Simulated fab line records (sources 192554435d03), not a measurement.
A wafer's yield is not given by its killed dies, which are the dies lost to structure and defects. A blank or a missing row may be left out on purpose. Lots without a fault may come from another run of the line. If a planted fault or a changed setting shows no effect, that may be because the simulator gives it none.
Which tool did it? :: flow n5_finfet :: 24 lots with 72 wafers sampled at 5 steps, on a route of 1938 steps

== WHAT THE GAUGES READ, wafer by wafer ==
N5_HKMG_FIN_INSPECT_28: inspects for defects (darkfield). Usual: raw_defect_count 38, standard deviation 18.
lot: L074
measured: day 4 08:20
on: defect_inspect-02
raw_defect_count: 18 21 19
flag: 

lot: L075
measured: day 4 12:32
on: defect_inspect-01
raw_defect_count: 43 37 28
flag: 

lot: L076
measured: day 4 19:42
on: defect_inspect-02
raw_defect_count: 34 34 26
flag: 

lot: L077
measured: day 5 02:05
on: defect_inspect-02
raw_defect_count: 41 32 27
flag: 

lot: L078
measured: day 5 11:57
on: defect_inspect-02
raw_defect_count: 60 91 65
flag: 

lot: L079
measured: day 5 16:29
on: defect_inspect-01
raw_defect_count: 45 42 88
flag: 

lot: L080
measured: day 5 23:26
on: defect_inspect-01
raw_defect_count: 27 41 34
flag: 

lot: L081
measured: day 6 05:19
on: defect_inspect-01
raw_defect_count: 29 25 27
flag: 

lot: L082
measured: day 6 11:48
on: defect_inspect-01
raw_defect_count: 36 47 51
flag: 

lot: L083
measured: day 6 14:46
on: defect_inspect-02
raw_defect_count: 71 32 65
flag: 

lot: L084
measured: day 7 00:07
on: defect_inspect-01
raw_defect_count: 27 31 43
flag: 

lot: L085
measured: day 7 04:53
on: defect_inspect-01
raw_defect_count: 33 34 48
flag: 

lot: L086
measured: day 7 12:13
on: defect_inspect-02
raw_defect_count: 40 29 21
flag: 

lot: L087
measured: day 7 15:39
on: defect_inspect-01
raw_defect_count: 64 58 49
flag: 

lot: L088
measured: day 7 23:27
on: defect_inspect-01
raw_defect_count: 49 81 66
flag: 

lot: L089
measured: day 8 03:54
on: defect_inspect-02
raw_defect_count: 45 13 39
flag: 

lot: L090
measured: day 8 08:16
on: defect_inspect-02
raw_defect_count: 29 42 31
flag: 

lot: L091
measured: day 8 15:12
on: defect_inspect-01
raw_defect_count: 62 33 37
flag: 

lot: L092
measured: day 8 21:56
on: defect_inspect-01
raw_defect_count: 51 40 38
flag: 

lot: L093
measured: day 9 05:43
on: defect_inspect-01
raw_defect_count: 21 39 39
flag: 

lot: L094
measured: day 9 07:15
on: defect_inspect-02
raw_defect_count: 26 29 25
flag: 

lot: L095
measured: day 9 14:34
on: defect_inspect-02
raw_defect_count: 19 30 24
flag: 

lot: L096
measured: day 10 05:04
on: defect_inspect-02
raw_defect_count: 29 25 29
flag: 

lot: L097
measured: day 10 08:13
on: defect_inspect-01
raw_defect_count: 22 17 47
flag: 

== WHICH TOOL RAN EACH LOT (tool, then ch and the chambers of the sampled wafers, then the start) ==
lot: L074
N5_HKMG_FIN_DESCUM_53: rie_diel-06 ch 1,2,3, day 4 00:21
N5_HKMG_FIN_STRIP_92: rie_diel-01 ch 0,1,3, day 4 04:25
N5_HKMG_FIN_STRIP_88: plasma_asher-02 ch 0,1, day 4 05:32
N5_HKMG_FIN_CMP_94: cmp-04 ch 0,2, day 4 08:06

lot: L075
N5_HKMG_FIN_DESCUM_53: rie_diel-06 ch 2,3, day 4 04:53
N5_HKMG_FIN_STRIP_92: rie_diel-06 ch 1,3, day 4 08:35
N5_HKMG_FIN_STRIP_88: plasma_asher-01 ch 0,1, day 4 09:43
N5_HKMG_FIN_CMP_94: cmp-01 ch 0,2, day 4 12:18

lot: L076
N5_HKMG_FIN_DESCUM_53: rie_diel-01 ch 1,2,3, day 4 11:49
N5_HKMG_FIN_STRIP_92: rie_diel-01 ch 0,1,3, day 4 15:40
N5_HKMG_FIN_STRIP_88: plasma_asher-01 ch 0,1, day 4 16:47
N5_HKMG_FIN_CMP_94: cmp-02 ch 0,2,3, day 4 19:28

lot: L077
N5_HKMG_FIN_DESCUM_53: rie_diel-01 ch 1,2, day 4 18:03
N5_HKMG_FIN_STRIP_92: rie_diel-05 ch 0,1, day 4 22:09
N5_HKMG_FIN_STRIP_88: plasma_asher-02 ch 0,1, day 4 23:16
N5_HKMG_FIN_CMP_94: cmp-04 ch 0,1,2, day 5 01:55

lot: L078
N5_HKMG_FIN_DESCUM_53: rie_diel-05 ch 0,1, day 5 03:57
N5_HKMG_FIN_STRIP_92: rie_diel-06 ch 1,2, day 5 07:58
N5_HKMG_FIN_STRIP_88: plasma_asher-01 ch 0,1, day 5 09:06
N5_HKMG_FIN_CMP_94: cmp-01 ch 0,2, day 5 11:43

lot: L079
N5_HKMG_FIN_DESCUM_53: rie_diel-01 ch 0,1,2, day 5 08:20
N5_HKMG_FIN_STRIP_92: rie_diel-01 ch 1,2,3, day 5 12:31
N5_HKMG_FIN_STRIP_88: plasma_asher-01 ch 0,1, day 5 13:48
N5_HKMG_FIN_CMP_94: cmp-01 ch 0,1,2, day 5 16:19

lot: L080
N5_HKMG_FIN_DESCUM_53: rie_diel-06 ch 0,1, day 5 15:41
N5_HKMG_FIN_STRIP_92: rie_diel-01 ch 0,1, day 5 19:31
N5_HKMG_FIN_STRIP_88: plasma_asher-02 ch 0,1, day 5 20:45
N5_HKMG_FIN_CMP_94: cmp-02 ch 2,3, day 5 23:12

lot: L081
N5_HKMG_FIN_DESCUM_53: rie_diel-05 ch 0,3, day 5 20:02
N5_HKMG_FIN_STRIP_92: rie_diel-01 ch 1,2,3, day 6 01:01
N5_HKMG_FIN_STRIP_88: plasma_asher-01 ch 0,1, day 6 02:17
N5_HKMG_FIN_CMP_94: cmp-04 ch 0,1,2, day 6 05:05

lot: L082
N5_HKMG_FIN_DESCUM_53: rie_diel-01 ch 0,1,3, day 6 03:49
N5_HKMG_FIN_STRIP_92: rie_diel-01 ch 0,1,2, day 6 07:39
N5_HKMG_FIN_STRIP_88: plasma_asher-01 ch 1, day 6 08:48
N5_HKMG_FIN_CMP_94: cmp-02 ch 2,3, day 6 11:34

lot: L083
N5_HKMG_FIN_DESCUM_53: rie_diel-05 ch 2,3, day 6 06:17
N5_HKMG_FIN_STRIP_92: rie_diel-01 ch 0,1,3, day 6 10:44
N5_HKMG_FIN_STRIP_88: plasma_asher-02 ch 0,1, day 6 11:53
N5_HKMG_FIN_CMP_94: cmp-01 ch 0,2,3, day 6 14:32

lot: L084
N5_HKMG_FIN_DESCUM_53: rie_diel-01 ch 0,3, day 6 16:02
N5_HKMG_FIN_STRIP_92: rie_diel-05 ch 0,2, day 6 20:02
N5_HKMG_FIN_STRIP_88: plasma_asher-02 ch 0,1, day 6 21:18
N5_HKMG_FIN_CMP_94: cmp-02 ch 1,2,3, day 6 23:55

lot: L085
N5_HKMG_FIN_DESCUM_53: rie_diel-06 ch 0,1,2, day 6 20:48
N5_HKMG_FIN_STRIP_92: rie_diel-05 ch 0,1,3, day 7 00:39
N5_HKMG_FIN_STRIP_88: plasma_asher-02 ch 0,1, day 7 01:57
N5_HKMG_FIN_CMP_94: cmp-02 ch 0,2,3, day 7 04:39

lot: L086
N5_HKMG_FIN_DESCUM_53: rie_diel-05 ch 0,1,2, day 7 03:28
N5_HKMG_FIN_STRIP_92: rie_diel-05 ch 2,3, day 7 07:41
N5_HKMG_FIN_STRIP_88: plasma_asher-02 ch 0,1, day 7 09:12
N5_HKMG_FIN_CMP_94: cmp-02 ch 0,1, day 7 11:59

lot: L087
N5_HKMG_FIN_DESCUM_53: rie_diel-06 ch 1,2, day 7 07:58
N5_HKMG_FIN_STRIP_92: rie_diel-06 ch 2,3, day 7 11:43
N5_HKMG_FIN_STRIP_88: plasma_asher-02 ch 0,1, day 7 12:50
N5_HKMG_FIN_CMP_94: cmp-01 ch 1,2, day 7 15:25

lot: L088
N5_HKMG_FIN_DESCUM_53: rie_diel-05 ch 0,1,2, day 7 15:32
N5_HKMG_FIN_STRIP_92: rie_diel-05 ch 0,1,3, day 7 19:31
N5_HKMG_FIN_STRIP_88: plasma_asher-02 ch 0, day 7 20:38
N5_HKMG_FIN_CMP_94: cmp-04 ch 0,1,2, day 7 23:15

lot: L089
N5_HKMG_FIN_DESCUM_53: rie_diel-06 ch 0,3, day 7 20:00
N5_HKMG_FIN_STRIP_92: rie_diel-06 ch 0,2,3, day 7 23:54
N5_HKMG_FIN_STRIP_88: plasma_asher-02 ch 0,1, day 8 01:05
N5_HKMG_FIN_CMP_94: cmp-04 ch 0,1, day 8 03:40

lot: L090
N5_HKMG_FIN_DESCUM_53: rie_diel-01 ch 0,1,3, day 8 00:14
N5_HKMG_FIN_STRIP_92: rie_diel-06 ch 0,1,3, day 8 04:15
N5_HKMG_FIN_STRIP_88: plasma_asher-01 ch 0,1, day 8 05:26
N5_HKMG_FIN_CMP_94: cmp-02 ch 1,2,3, day 8 08:01

lot: L091
N5_HKMG_FIN_DESCUM_53: rie_diel-05 ch 1,2, day 8 07:01
N5_HKMG_FIN_STRIP_92: rie_diel-06 ch 2,3, day 8 10:56
N5_HKMG_FIN_STRIP_88: plasma_asher-01 ch 0,1, day 8 12:12
N5_HKMG_FIN_CMP_94: cmp-02 ch 0,3, day 8 14:59

lot: L092
N5_HKMG_FIN_DESCUM_53: rie_diel-05 ch 0,2,3, day 8 13:07
N5_HKMG_FIN_STRIP_92: rie_diel-06 ch 0,1,2, day 8 17:57
N5_HKMG_FIN_STRIP_88: plasma_asher-01 ch 0,1, day 8 19:04
N5_HKMG_FIN_CMP_94: cmp-02 ch 0,1,3, day 8 21:44

lot: L093
N5_HKMG_FIN_DESCUM_53: rie_diel-05 ch 0,1,2, day 8 20:54
N5_HKMG_FIN_STRIP_92: rie_diel-01 ch 0,1,3, day 9 01:46
N5_HKMG_FIN_STRIP_88: plasma_asher-01 ch 0,1, day 9 02:53
N5_HKMG_FIN_CMP_94: cmp-02 ch 0,2,3, day 9 05:28

lot: L094
N5_HKMG_FIN_DESCUM_53: rie_diel-01 ch 0,1,3, day 8 23:21
N5_HKMG_FIN_STRIP_92: rie_diel-06 ch 1,3, day 9 03:17
N5_HKMG_FIN_STRIP_88: plasma_asher-02 ch 0,1, day 9 04:26
N5_HKMG_FIN_CMP_94: cmp-01 ch 0,1, day 9 07:01

lot: L095
N5_HKMG_FIN_DESCUM_53: rie_diel-01 ch 1,3, day 9 06:46
N5_HKMG_FIN_STRIP_92: rie_diel-01 ch 0,2,3, day 9 10:38
N5_HKMG_FIN_STRIP_88: plasma_asher-01 ch 0,1, day 9 11:53
N5_HKMG_FIN_CMP_94: cmp-02 ch 1,2,3, day 9 14:20

lot: L096
N5_HKMG_FIN_DESCUM_53: rie_diel-06 ch 0,2,3, day 9 20:58
N5_HKMG_FIN_STRIP_92: rie_diel-05 ch 0,1,3, day 10 00:56
N5_HKMG_FIN_STRIP_88: plasma_asher-02 ch 0,1, day 10 02:05
N5_HKMG_FIN_CMP_94: cmp-02 ch 0,2, day 10 04:50

lot: L097
N5_HKMG_FIN_DESCUM_53: rie_diel-01 ch 0,1,2, day 10 00:29
N5_HKMG_FIN_STRIP_92: rie_diel-05 ch 1,2,3, day 10 04:17
N5_HKMG_FIN_STRIP_88: plasma_asher-02 ch 0,1, day 10 05:25
N5_HKMG_FIN_CMP_94: cmp-04 ch 1,2,3, day 10 08:01
- N5_HKMG_FIN_DESCUM_53: chemistry O2, time 7.9 s.
- N5_HKMG_FIN_STRIP_92: strips SOC in N2/H2, time 20 s.
- N5_HKMG_FIN_STRIP_88: strips in N2/H2, time 360 s.
- N5_HKMG_FIN_CMP_94: polishes, stops on SiNx, t overpolish 4.7 s, target thk 43.299 nm.

== WHAT THE TOOLS THEMSELVES READ (means of the sampled wafers that have a number; where no wafer has one, the mark that the record gives instead) ==
N5_HKMG_FIN_DESCUM_53. Usual: drypump_motor_current_A 5.6 A, standard deviation 0.41; oes_product_au 0.81 a.u., standard deviation 0.09; rf_vpp_V 243.1 V, standard deviation 1.5; showerhead_plenum_p_Torr 2.10 Torr, standard deviation 0.075; throttle_valve_pct 20.45 %, standard deviation 0.27.
lot: L074
tool: rie_diel-06
drypump_motor_current_A (A): 5.9
oes_product_au (a.u.): 0.80
rf_vpp_V (V): 244.8
showerhead_plenum_p_Torr (Torr): 2.17
throttle_valve_pct (%): 20.64
flag: 

lot: L075
tool: rie_diel-06
drypump_motor_current_A (A): 5.8
oes_product_au (a.u.): 0.72
rf_vpp_V (V): 243.1
showerhead_plenum_p_Torr (Torr): 2.11
throttle_valve_pct (%): 20.68
flag: 

lot: L076
tool: rie_diel-01
drypump_motor_current_A (A): 5.4
oes_product_au (a.u.): 0.78
rf_vpp_V (V): 242.2
showerhead_plenum_p_Torr (Torr): 2.05
throttle_valve_pct (%): 20.25
flag: 

lot: L077
tool: rie_diel-01
drypump_motor_current_A (A): 5.5
oes_product_au (a.u.): 0.75
rf_vpp_V (V): 242.0
showerhead_plenum_p_Torr (Torr): 2.07
throttle_valve_pct (%): 20.42
flag: 

lot: L078
tool: rie_diel-05
drypump_motor_current_A (A): 5.7
oes_product_au (a.u.): 0.84
rf_vpp_V (V): 242.9
showerhead_plenum_p_Torr (Torr): 2.08
throttle_valve_pct (%): 20.24
flag: 

lot: L079
tool: rie_diel-01
drypump_motor_current_A (A): 5.7
oes_product_au (a.u.): 0.74
rf_vpp_V (V): 242.9
showerhead_plenum_p_Torr (Torr): 2.06
throttle_valve_pct (%): 20.51
flag: 

lot: L080
tool: rie_diel-06
drypump_motor_current_A (A): 5.8
oes_product_au (a.u.): 0.90
rf_vpp_V (V): 245.6
showerhead_plenum_p_Torr (Torr): 2.23
throttle_valve_pct (%): 20.51
flag: 

lot: L081
tool: rie_diel-05
drypump_motor_current_A (A): 5.2
oes_product_au (a.u.): 0.95
rf_vpp_V (V): 244.7
showerhead_plenum_p_Torr (Torr): 2.17
throttle_valve_pct (%): 20.17
flag: 

lot: L082
tool: rie_diel-01
drypump_motor_current_A (A): 5.8
oes_product_au (a.u.): 0.74
rf_vpp_V (V): 243.4
showerhead_plenum_p_Torr (Torr): 2.06
throttle_valve_pct (%): 20.44
flag: 

lot: L083
tool: rie_diel-05
drypump_motor_current_A (A): 5.4
oes_product_au (a.u.): 0.90
rf_vpp_V (V): 243.8
showerhead_plenum_p_Torr (Torr): 2.10
throttle_valve_pct (%): 20.42
flag: 

lot: L084
tool: rie_diel-01
drypump_motor_current_A (A): 5.9
oes_product_au (a.u.): 0.74
rf_vpp_V (V): 242.4
showerhead_plenum_p_Torr (Torr): 2.06
throttle_valve_pct (%): 20.54
flag: 

lot: L085
tool: rie_diel-06
drypump_motor_current_A (A): 5.6
oes_product_au (a.u.): 0.82
rf_vpp_V (V): 243.6
showerhead_plenum_p_Torr (Torr): 2.18
throttle_valve_pct (%): 20.57
flag: 

lot: L086
tool: rie_diel-05
drypump_motor_current_A (A): 5.7
oes_product_au (a.u.): 0.90
rf_vpp_V (V): 243.0
showerhead_plenum_p_Torr (Torr): 2.07
throttle_valve_pct (%): 20.26
flag: 

lot: L087
tool: rie_diel-06
drypump_motor_current_A (A): 6.1
oes_product_au (a.u.): 0.83
rf_vpp_V (V): 243.8
showerhead_plenum_p_Torr (Torr): 2.18
throttle_valve_pct (%): 20.55
flag: 

lot: L088
tool: rie_diel-05
drypump_motor_current_A (A): 5.8
oes_product_au (a.u.): 0.89
rf_vpp_V (V): 242.2
showerhead_plenum_p_Torr (Torr): 2.07
throttle_valve_pct (%): 20.26
flag: 

lot: L089
tool: rie_diel-06
drypump_motor_current_A (A): 5.4
oes_product_au (a.u.): 0.74
rf_vpp_V (V): 244.4
showerhead_plenum_p_Torr (Torr): 2.18
throttle_valve_pct (%): 20.78
flag: 

lot: L090
tool: rie_diel-01
drypump_motor_current_A (A): 5.7
oes_product_au (a.u.): 0.73
rf_vpp_V (V): 241.2
showerhead_plenum_p_Torr (Torr): 2.06
throttle_valve_pct (%): 20.46
flag: 

lot: L091
tool: rie_diel-05
drypump_motor_current_A (A): 6.0
oes_product_au (a.u.): 0.89
rf_vpp_V (V): 243.1
showerhead_plenum_p_Torr (Torr): 2.10
throttle_valve_pct (%): 20.28
flag: 

lot: L092
tool: rie_diel-05
drypump_motor_current_A (A): 5.4
oes_product_au (a.u.): 0.88
rf_vpp_V (V): 243.4
showerhead_plenum_p_Torr (Torr): 2.09
throttle_valve_pct (%): 20.32
flag: 

lot: L093
tool: rie_diel-05
drypump_motor_current_A (A): 5.8
oes_product_au (a.u.): 0.87
rf_vpp_V (V): 242.9
showerhead_plenum_p_Torr (Torr): 2.07
throttle_valve_pct (%): 20.28
flag: 

lot: L094
tool: rie_diel-01
drypump_motor_current_A (A): 5.7
oes_product_au (a.u.): 0.73
rf_vpp_V (V): 241.3
showerhead_plenum_p_Torr (Torr): 2.06
throttle_valve_pct (%): 20.47
flag: 

lot: L095
tool: rie_diel-01
drypump_motor_current_A (A): 5.5
oes_product_au (a.u.): 0.76
rf_vpp_V (V): 241.6
showerhead_plenum_p_Torr (Torr): 2.04
throttle_valve_pct (%): 20.22
flag: 

lot: L096
tool: rie_diel-06
drypump_motor_current_A (A): 5.4
oes_product_au (a.u.): 0.74
rf_vpp_V (V): 244.1
showerhead_plenum_p_Torr (Torr): 2.14
throttle_valve_pct (%): 20.74
flag: 

lot: L097
tool: rie_diel-01
drypump_motor_current_A (A): 5.7
oes_product_au (a.u.): 0.72
rf_vpp_V (V): 242.5
showerhead_plenum_p_Torr (Torr): 2.05
throttle_valve_pct (%): 20.57
flag: 

N5_HKMG_FIN_STRIP_92. Usual: drypump_motor_current_A 5.6 A, standard deviation 0.43; oes_product_au 0.80 a.u., standard deviation 0.09; rf_vpp_V 54.2 V, standard deviation 0.82; showerhead_plenum_p_Torr 3.38 Torr, standard deviation 0.11; throttle_valve_pct 19.06 %, standard deviation 0.27.
lot: L074
tool: rie_diel-01
drypump_motor_current_A (A): 5.8
oes_product_au (a.u.): 0.77
rf_vpp_V (V): 53.8
showerhead_plenum_p_Torr (Torr): 3.32
throttle_valve_pct (%): 19.13
flag: 

lot: L075
tool: rie_diel-06
drypump_motor_current_A (A): 6.0
oes_product_au (a.u.): 0.86
rf_vpp_V (V): 54.3
showerhead_plenum_p_Torr (Torr): 3.54
throttle_valve_pct (%): 19.23
flag: 

lot: L076
tool: rie_diel-01
drypump_motor_current_A (A): 5.7
oes_product_au (a.u.): 0.76
rf_vpp_V (V): 54.5
showerhead_plenum_p_Torr (Torr): 3.32
throttle_valve_pct (%): 19.14
flag: 

lot: L077
tool: rie_diel-05
drypump_motor_current_A (A): 5.7
oes_product_au (a.u.): 0.84
rf_vpp_V (V): 53.6
showerhead_plenum_p_Torr (Torr): 3.34
throttle_valve_pct (%): 18.89
flag: 

lot: L078
tool: rie_diel-06
drypump_motor_current_A (A): 6.1
oes_product_au (a.u.): 0.85
rf_vpp_V (V): 54.5
showerhead_plenum_p_Torr (Torr): 3.50
throttle_valve_pct (%): 19.19
flag: 

lot: L079
tool: rie_diel-01
drypump_motor_current_A (A): 5.4
oes_product_au (a.u.): 0.78
rf_vpp_V (V): 54.0
showerhead_plenum_p_Torr (Torr): 3.28
throttle_valve_pct (%): 19.12
flag: 

lot: L080
tool: rie_diel-01
drypump_motor_current_A (A): 5.8
oes_product_au (a.u.): 0.71
rf_vpp_V (V): 53.8
showerhead_plenum_p_Torr (Torr): 3.33
throttle_valve_pct (%): 19.22
flag: 

lot: L081
tool: rie_diel-01
drypump_motor_current_A (A): 5.5
oes_product_au (a.u.): 0.77
rf_vpp_V (V): 53.9
showerhead_plenum_p_Torr (Torr): 3.28
throttle_valve_pct (%): 19.13
flag: 

lot: L082
tool: rie_diel-01
drypump_motor_current_A (A): 5.7
oes_product_au (a.u.): 0.73
rf_vpp_V (V): 54.1
showerhead_plenum_p_Torr (Torr): 3.30
throttle_valve_pct (%): 19.27
flag: 

lot: L083
tool: rie_diel-01
drypump_motor_current_A (A): 5.7
oes_product_au (a.u.): 0.75
rf_vpp_V (V): 54.4
showerhead_plenum_p_Torr (Torr): 3.31
throttle_valve_pct (%): 19.17
flag: 

lot: L084
tool: rie_diel-05
drypump_motor_current_A (A): 5.6
oes_product_au (a.u.): 0.89
rf_vpp_V (V): 53.4
showerhead_plenum_p_Torr (Torr): 3.28
throttle_valve_pct (%): 19.01
flag: 

lot: L085
tool: rie_diel-05
drypump_motor_current_A (A): 5.5
oes_product_au (a.u.): 0.93
rf_vpp_V (V): 53.9
showerhead_plenum_p_Torr (Torr): 3.42
throttle_valve_pct (%): 18.64
flag: 

lot: L086
tool: rie_diel-05
drypump_motor_current_A (A): 5.5
oes_product_au (a.u.): 0.89
rf_vpp_V (V): 54.1
showerhead_plenum_p_Torr (Torr): 3.37
throttle_valve_pct (%): 18.89
flag: 

lot: L087
tool: rie_diel-06
drypump_motor_current_A (A): 5.8
oes_product_au (a.u.): 0.71
rf_vpp_V (V): 53.6
showerhead_plenum_p_Torr (Torr): 3.37
throttle_valve_pct (%): 19.11
flag: 

lot: L088
tool: rie_diel-05
drypump_motor_current_A (A): 5.6
oes_product_au (a.u.): 0.90
rf_vpp_V (V): 55.8
showerhead_plenum_p_Torr (Torr): 3.42
throttle_valve_pct (%): 18.66
flag: 

lot: L089
tool: rie_diel-06
drypump_motor_current_A (A): 5.4
oes_product_au (a.u.): 0.75
rf_vpp_V (V): 54.6
showerhead_plenum_p_Torr (Torr): 3.44
throttle_valve_pct (%): 19.02
flag: 

lot: L090
tool: rie_diel-06
drypump_motor_current_A (A): 5.6
oes_product_au (a.u.): 0.80
rf_vpp_V (V): 54.8
showerhead_plenum_p_Torr (Torr): 3.51
throttle_valve_pct (%): 19.11
flag: 

lot: L091
tool: rie_diel-06
drypump_motor_current_A (A): 5.8
oes_product_au (a.u.): 0.71
rf_vpp_V (V): 54.0
showerhead_plenum_p_Torr (Torr): 3.37
throttle_valve_pct (%): 19.13
flag: 

lot: L092
tool: rie_diel-06
drypump_motor_current_A (A): 5.6
oes_product_au (a.u.): 0.81
rf_vpp_V (V): 54.8
showerhead_plenum_p_Torr (Torr): 3.47
throttle_valve_pct (%): 19.05
flag: 

lot: L093
tool: rie_diel-01
drypump_motor_current_A (A): 5.8
oes_product_au (a.u.): 0.72
rf_vpp_V (V): 54.2
showerhead_plenum_p_Torr (Torr): 3.30
throttle_valve_pct (%): 19.20
flag: 

lot: L094
tool: rie_diel-06
drypump_motor_current_A (A): 6.1
oes_product_au (a.u.): 0.81
rf_vpp_V (V): 54.6
showerhead_plenum_p_Torr (Torr): 3.52
throttle_valve_pct (%): 19.27
flag: 

lot: L095
tool: rie_diel-01
drypump_motor_current_A (A): 5.6
oes_product_au (a.u.): 0.75
rf_vpp_V (V): 54.2
showerhead_plenum_p_Torr (Torr): 3.27
throttle_valve_pct (%): 19.26
flag: 

lot: L096
tool: rie_diel-05
drypump_motor_current_A (A): 5.5
oes_product_au (a.u.): 0.87
rf_vpp_V (V): 54.8
showerhead_plenum_p_Torr (Torr): 3.41
throttle_valve_pct (%): 18.68
flag: 

lot: L097
tool: rie_diel-05
drypump_motor_current_A (A): 5.6
oes_product_au (a.u.): 0.87
rf_vpp_V (V): 54.6
showerhead_plenum_p_Torr (Torr): 3.40
throttle_valve_pct (%): 18.84
flag: 

N5_HKMG_FIN_STRIP_88. Usual: drypump_motor_current_A 5.4 A, standard deviation 0.49; heater_power_w 451 W, standard deviation 85.
lot: L074
tool: plasma_asher-02
drypump_motor_current_A (A): 5.8
heater_power_w (W): 453
flag: 

lot: L075
tool: plasma_asher-01
drypump_motor_current_A (A): 4.8
heater_power_w (W): 505
flag: 

lot: L076
tool: plasma_asher-01
drypump_motor_current_A (A): 5.0
heater_power_w (W): 476
flag: 

lot: L077
tool: plasma_asher-02
drypump_motor_current_A (A): 5.8
heater_power_w (W): 455
flag: 

lot: L078
tool: plasma_asher-01
drypump_motor_current_A (A): 4.8
heater_power_w (W): 501
flag: 

lot: L079
tool: plasma_asher-01
drypump_motor_current_A (A): 5.0
heater_power_w (W): 477
flag: 

lot: L080
tool: plasma_asher-02
drypump_motor_current_A (A): 5.8
heater_power_w (W): 453
flag: 

lot: L081
tool: plasma_asher-01
drypump_motor_current_A (A): 5.0
heater_power_w (W): 479
flag: 

lot: L082
tool: plasma_asher-01
drypump_motor_current_A (A): 4.7
heater_power_w (W): 521
flag: 

lot: L083
tool: plasma_asher-02
drypump_motor_current_A (A): 5.8
heater_power_w (W): 450
flag: 

lot: L084
tool: plasma_asher-02
drypump_motor_current_A (A): 5.9
heater_power_w (W): 383
flag: 

lot: L085
tool: plasma_asher-02
drypump_motor_current_A (A): 5.8
heater_power_w (W): 455
flag: 

lot: L086
tool: plasma_asher-02
drypump_motor_current_A (A): 5.8
heater_power_w (W): 452
flag: 

lot: L087
tool: plasma_asher-02
drypump_motor_current_A (A): 5.9
heater_power_w (W): 387
flag: 

lot: L088
tool: plasma_asher-02
drypump_motor_current_A (A): 5.7
heater_power_w (W): 513
flag: 

lot: L089
tool: plasma_asher-02
drypump_motor_current_A (A): 5.9
heater_power_w (W): 385
flag: 

lot: L090
tool: plasma_asher-01
drypump_motor_current_A (A): 5.0
heater_power_w (W): 476
flag: 

lot: L091
tool: plasma_asher-01
drypump_motor_current_A (A): 4.9
heater_power_w (W): 495
flag: 

lot: L092
tool: plasma_asher-01
drypump_motor_current_A (A): 5.0
heater_power_w (W): 484
flag: 

lot: L093
tool: plasma_asher-01
drypump_motor_current_A (A): 4.8
heater_power_w (W): 498
flag: 

lot: L094
tool: plasma_asher-02
drypump_motor_current_A (A): 5.9
heater_power_w (W): 391
flag: 

lot: L095
tool: plasma_asher-01
drypump_motor_current_A (A): 5.0
heater_power_w (W): 479
flag: 

lot: L096
tool: plasma_asher-02
drypump_motor_current_A (A): 5.8
heater_power_w (W): 451
flag: 

lot: L097
tool: plasma_asher-02
drypump_motor_current_A (A): 5.9
heater_power_w (W): 381
flag: 

N5_HKMG_FIN_CMP_94. Usual: head_pressure_psi 3.998 psi, standard deviation 0.0085; motor_current_A 11.7 A, standard deviation 1.2.
lot: L074
tool: cmp-04
head_pressure_psi (psi): 3.995
motor_current_A (A): 13.0
flag: 

lot: L075
tool: cmp-01
head_pressure_psi (psi): 4.001
motor_current_A (A): 11.4
flag: 

lot: L076
tool: cmp-02
head_pressure_psi (psi): 3.997
motor_current_A (A): 12.2
flag: 

lot: L077
tool: cmp-04
head_pressure_psi (psi): 4.007
motor_current_A (A): 12.3
flag: 

lot: L078
tool: cmp-01
head_pressure_psi (psi): 4.001
motor_current_A (A): 12.2
flag: 

lot: L079
tool: cmp-01
head_pressure_psi (psi): 4.000
motor_current_A (A): 12.0
flag: 

lot: L080
tool: cmp-02
head_pressure_psi (psi): 3.996
motor_current_A (A): 11.4
flag: 

lot: L081
tool: cmp-04
head_pressure_psi (psi): 3.996
motor_current_A (A): 12.5
flag: 

lot: L082
tool: cmp-02
head_pressure_psi (psi): 3.996
motor_current_A (A): 11.4
flag: 

lot: L083
tool: cmp-01
head_pressure_psi (psi): 4.001
motor_current_A (A): 11.2
flag: 

lot: L084
tool: cmp-02
head_pressure_psi (psi): 4.002
motor_current_A (A): 11.2
flag: 

lot: L085
tool: cmp-02
head_pressure_psi (psi): 4.001
motor_current_A (A): 12.2
flag: 

lot: L086
tool: cmp-02
head_pressure_psi (psi): 3.998
motor_current_A (A): 11.1
flag: 

lot: L087
tool: cmp-01
head_pressure_psi (psi): 4.009
motor_current_A (A): 11.2
flag: 

lot: L088
tool: cmp-04
head_pressure_psi (psi): 3.997
motor_current_A (A): 12.6
flag: 

lot: L089
tool: cmp-04
head_pressure_psi (psi): 4.004
motor_current_A (A): 13.3
flag: 

lot: L090
tool: cmp-02
head_pressure_psi (psi): 3.998
motor_current_A (A): 10.9
flag: 

lot: L091
tool: cmp-02
head_pressure_psi (psi): 3.996
motor_current_A (A): 12.6
flag: 

lot: L092
tool: cmp-02
head_pressure_psi (psi): 4.005
motor_current_A (A): 11.9
flag: 

lot: L093
tool: cmp-02
head_pressure_psi (psi): 4.002
motor_current_A (A): 11.9
flag: 

lot: L094
tool: cmp-01
head_pressure_psi (psi): 3.991
motor_current_A (A): 11.8
flag: 

lot: L095
tool: cmp-02
head_pressure_psi (psi): 4.001
motor_current_A (A): 11.2
flag: 

lot: L096
tool: cmp-02
head_pressure_psi (psi): 4.004
motor_current_A (A): 11.7
flag: 

lot: L097
tool: cmp-04
head_pressure_psi (psi): 3.991
motor_current_A (A): 10.9
flag: 

== THE ANSWER, worked out from the rows above alone ==
Rule: take the mean of a lot's wafers that have a number; if it is more than 3 standard deviations from the usual mean, the lot is off. Also off: a lot with no number at a reading for which 4 or more lots have one. The other lots that the step has rows for count as sound. First the gauges in route order, then the tools' own readings, where a lot's mean is used as printed above. The first step at which some lot is off is used, and at that step the reading that is off furthest; a lot without a number counts as furthest.
None of the lots is off at any reading shown; this tells nothing.

== WHAT HAD BEEN PUT IN BY THE SIMULATOR ==
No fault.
